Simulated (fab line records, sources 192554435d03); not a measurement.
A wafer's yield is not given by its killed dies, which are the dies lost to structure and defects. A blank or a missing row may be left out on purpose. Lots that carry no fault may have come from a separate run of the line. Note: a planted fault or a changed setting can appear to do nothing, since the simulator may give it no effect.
fab line records    flow n5-finfet
record: lots: 7  wafers: 39
route steps=1938 shown WELL_APT@24 FIN_SAQP@96 FIN_CUT@176 DUMMY_GATE@228 SD_EPI_N@288 MOL_CONTACT_COAG@535 BEOL_M4@1111
start-h: the number of hours between the record's first day and the start of the first shown wafer of the lot    wait-h: how many hours have passed since the lot's step before this one    " as in the row above    L1.1+2: several wafers, shown together as one row    - no value, or no start given    * or withheld: withheld    < > ~ a bound
route shown NAME@n: names a module that has steps shown in the file, with the first one's number in the route    usual: average and standard deviation across the fault-free wafers    same: alike in all rows    chamber/n: place in a boat    sites: the reading at each site    _std_site: standard deviation of those values    _edge_site: inner sites' mean taken away from outer sites' mean    radius-mm: for every site, how far away it sits from the centre of the wafer    mask NAME#n: copy n    behind: the tool/chamber that last shaped the wafer    hold: why the lot went on hold/how many hours it stayed there/how the hold came to an end    device: which transistor (n, p or np) failed to switch    end of line: tests run on the same wafers once the route is complete    a step with no rows: only its recipe    killed: count of dies lost to structure and defects at first sort (not the wafer's yield)    map: shows each die of a wafer: x if killed, . if not, _ if none is there
set.NAME: the run value of the setting; set.NAME@STEP: its run value at that earlier step    model.NAME: the simulator's own value behind a step, which no gauge read
lots whose settings were changed on purpose; a table a step, a row a wafer
== steps ==
step: N5_WELL_APT_EXPOSE_05
recipe: mask-id: NWELL  na: 0.8  source-shape: conventional  sigma-outer: 0.8  polarization: unpolarized  defocus-nm: 0  target-cd-nm: 200  dose-mj: 20.3
step: N5_FIN_SAQP_HM_DEP_03
recipe: material: SiNx  target-thk-a: 380  temp-c: 400  precursor: SiH4/NH3/N2  pressure-torr: 1.5  rf-w: 300  time-s: 33.6
step: N5_FIN_SAQP_FIN_ETCH_36
recipe: chemistry: HBr/Cl2/O2  target-depth-a: 1200  mask-material: SiNx  time-s: 50.4  bias-w: 102  pressure-mtorr: 10  icp-w: 800  HBr_flow_sccm: 150  Cl2_flow_sccm: 80  O2_flow_sccm: 12
step: N5_FIN_CUT_CUT_ETCH_15
recipe: chemistry: HBr/Cl2/O2  target: Si  target-depth-a: 1000  bt-time-s: 10  mask-material: SOC  time-s: 42.4  ion-energy-ev: *  bias-w: *  pressure-mtorr: 10  icp-w: 800  HBr_flow_sccm: 150  Cl2_flow_sccm: 80  O2_flow_sccm: 12
step: N5_DUMMY_GATE_EXPOSE_12
recipe: mask-id: GATE  na: 0.33  source-shape: annular  sigma-inner: 0.2  sigma-outer: 0.6  polarization: unpolarized  target-cd-nm: 25  dose-mj: 34
step: N5_SD_EPI_N_EPI_21
recipe: material: Si:P  dopant: P  temp-c: 680  pressure-torr: 255  time-s: 690
step: N5_MOL_CONTACT_COAG_CONTACT_ETCH_14
recipe: chemistry: C4F6/O2  target: SiO2  target-depth-a: 275  overetch-a: 85  mask-material: SOC  pressure-mtorr: 30  source-w: 370  bias-w: 185  Ar_flow_sccm: 300  C4F6_flow_sccm: 16  O2_flow_sccm: 10  time-s: 20  ion-energy-ev: 259.6
step: N5_MOL_CONTACT_COAG_ETCHBACK_136
recipe: chemistry: CHF3  target: SiO2  target-depth-a: 250  time-s: 16.7  ion-energy-ev: 200  pressure-mtorr: 30  source-w: 610  bias-w: 170  Ar_flow_sccm: 200  CHF3_flow_sccm: 50
step: N5_BEOL_M4_RC_MEAS_101
usual: RS_SD_N: 28.5/0.43
lot.wafer  tool       chamber  start-h  wait-h  set.dose-mj@WELL_APT_EXPOSE_05  set.time-s@FIN_SAQP_HM_DEP_03  set.bias-w@FIN_SAQP_FIN_ETCH_36  set.time-s@FIN_CUT_CUT_ETCH_15  set.dose-mj@DUMMY_GATE_EXPOSE_12  set.time-s@SD_EPI_N_EPI_21  set.source-w@MOL_CONTACT_COAG_CONTACT_ETCH_14  set.target-depth-a@MOL_CONTACT_COAG_ETCHBACK_136  RS_SD_N[ohm/sq]
L078.2     prober-02  0        197.63   0.2     20.3                            33.6                           102                              42.4                            34                                690                         370                                            250                                               28.3
L078.4     "          0        "        "       20.3                            33.6                           102                              42.4                            34                                690                         370                                            250                                               28.3
L078.5     "          0        "        "       20.3                            33.6                           102                              42.4                            34                                690                         370                                            250                                               28.7
L080.1     prober-01  0        198.18   0.0     19.38                           33.6                           102                              32.98                           34                                690                         439.9                                          234.7                                             28.9
L080.2     "          0        "        "       20.3                            33.6                           83.07                            42.4                            34                                690                         370                                            234.7                                             28.9
L080.3     "          0        "        "       20.3                            33.6                           102                              32.98                           34                                827                         370                                            250                                               25.3
L080.4     "          0        "        "       19.38                           33.6                           83.07                            32.98                           34                                690                         370                                            250                                               28.9
L080.5     "          0        "        "       20.3                            33.6                           83.07                            42.4                            34                                827                         439.9                                          250                                               25.1
L080.6     "          0        "        "       19.38                           33.6                           102                              42.4                            34                                827                         439.9                                          234.7                                             25.5
L081.1     prober-02  0        205.37   0.0     20.3                            33.6                           102                              37.55                           34                                690                         370                                            250                                               28.5
L081.2     "          0        "        "       21.12                           33.6                           102                              42.4                            34.93                             690                         370                                            217.6                                             28.7
L081.3     "          0        "        "       20.3                            33.6                           102                              37.55                           34.93                             690                         405.3                                          217.6                                             28.8
L081.4     "          0        "        "       20.3                            35.4                           102                              42.4                            34                                690                         370                                            250                                               28.2
L081.5     "          0        "        "       21.12                           35.4                           102                              37.55                           34.93                             690                         405.3                                          250                                               28.6
L081.6     "          0        "        "       21.12                           35.4                           102                              42.4                            34                                690                         405.3                                          217.6                                             28.3
L085.1     prober-01  0        241.76   0.0     21.52                           29.08                          84.45                            32.53                           33.02                             573.2                       370                                            250                                               32.9
L085.2     "          0        "        "       20.3                            33.6                           102                              32.53                           33.02                             690                         370                                            234.6                                             28.7
L085.3     "          0        "        "       21.52                           33.6                           102                              42.4                            33.02                             573.2                       299.5                                          234.6                                             32.6
L085.4     "          0        "        "       20.3                            29.08                          84.45                            32.53                           34                                690                         299.5                                          250                                               29.1
L085.5     "          0        "        "       20.3                            33.6                           84.45                            42.4                            34                                690                         370                                            250                                               29.0
L085.6     "          0        "        "       21.52                           29.08                          102                              42.4                            34                                573.2                       299.5                                          234.6                                             32.9
L086.1     prober-02  0        242.29   0.0     20.3                            33.6                           102                              45.27                           34                                592                         351.2                                          250                                               31.4
L086.2     "          0        "        "       20.97                           33.6                           102                              45.27                           34                                690                         370                                            250                                               28.2
L086.3     "          0        "        "       20.3                            29.98                          102                              42.4                            34                                690                         351.2                                          250                                               28.1
L086.4     "          0        "        "       20.3                            33.6                           102                              42.4                            34                                592                         370                                            250                                               31.5
L086.5     "          0        "        "       20.97                           29.98                          102                              45.27                           34                                592                         370                                            250                                               31.3
L086.6     "          0        "        "       20.97                           29.98                          102                              42.4                            34                                690                         351.2                                          250                                               28.6
L089.1     prober-02  0        259.83   0.0     21.64                           36.92                          102                              42.4                            35.99                             690                         370                                            216.6                                             28.4
L089.2     "          0        "        "       21.64                           33.6                           118                              47.2                            35.99                             690                         370                                            250                                               28.3
L089.3     "          0        "        "       20.3                            33.6                           118                              42.4                            35.99                             690                         323.4                                          216.6                                             28.8
L089.4     "          0        "        "       20.3                            36.92                          102                              47.2                            34                                690                         323.4                                          216.6                                             28.3
L089.5     "          0        "        "       20.3                            36.92                          118                              42.4                            34                                690                         370                                            250                                               28.2
L089.6     "          0        "        "       21.64                           33.6                           102                              47.2                            34                                690                         323.4                                          250                                               28.7
L096.1     prober-02  0        302.10   0.0     19.33                           33.6                           111.2                            42.4                            34                                690                         370                                            250                                               28.1
L096.2     "          0        "        "       20.3                            33.6                           102                              46.72                           34                                636.2                       370                                            250                                               30.1
L096.3     "          0        "        "       19.33                           33.6                           102                              46.72                           34.99                             636.2                       370                                            250                                               29.8
L096.4     "          0        "        "       20.3                            33.6                           102                              42.4                            34.99                             690                         410                                            250                                               28.0
L096.5     "          0        "        "       19.33                           33.6                           111.2                            46.72                           34                                690                         410                                            250                                               28.5
L096.6     "          0        "        "       20.3                            33.6                           111.2                            42.4                            34.99                             636.2                       410                                            250                                               30.0
== key ==
split: step: N5_WELL_APT_EXPOSE_05  setting: dose-mj  stated-as: 20.3
response none clear
split: step: N5_FIN_SAQP_HM_DEP_03  setting: time-s  stated-as: 33.6
response none clear
split: step: N5_FIN_SAQP_FIN_ETCH_36  setting: bias-w  stated-as: 102
response none clear
split: step: N5_FIN_CUT_CUT_ETCH_15  setting: time-s  stated-as: 42.4
response none clear
split: step: N5_DUMMY_GATE_EXPOSE_12  setting: dose-mj  stated-as: 34
response none clear
split: step: N5_SD_EPI_N_EPI_21  setting: time-s  stated-as: 690
response: step: N5_BEOL_M4_RC_MEAS_101  reading: RS_SD_N  slope: -0.205  per: 1%  together-with: all  explained: 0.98
split: step: N5_MOL_CONTACT_COAG_CONTACT_ETCH_14  setting: source-w  stated-as: 370
response none clear
split: step: N5_MOL_CONTACT_COAG_ETCHBACK_136  setting: target-depth-a  stated-as: 250
response none clear
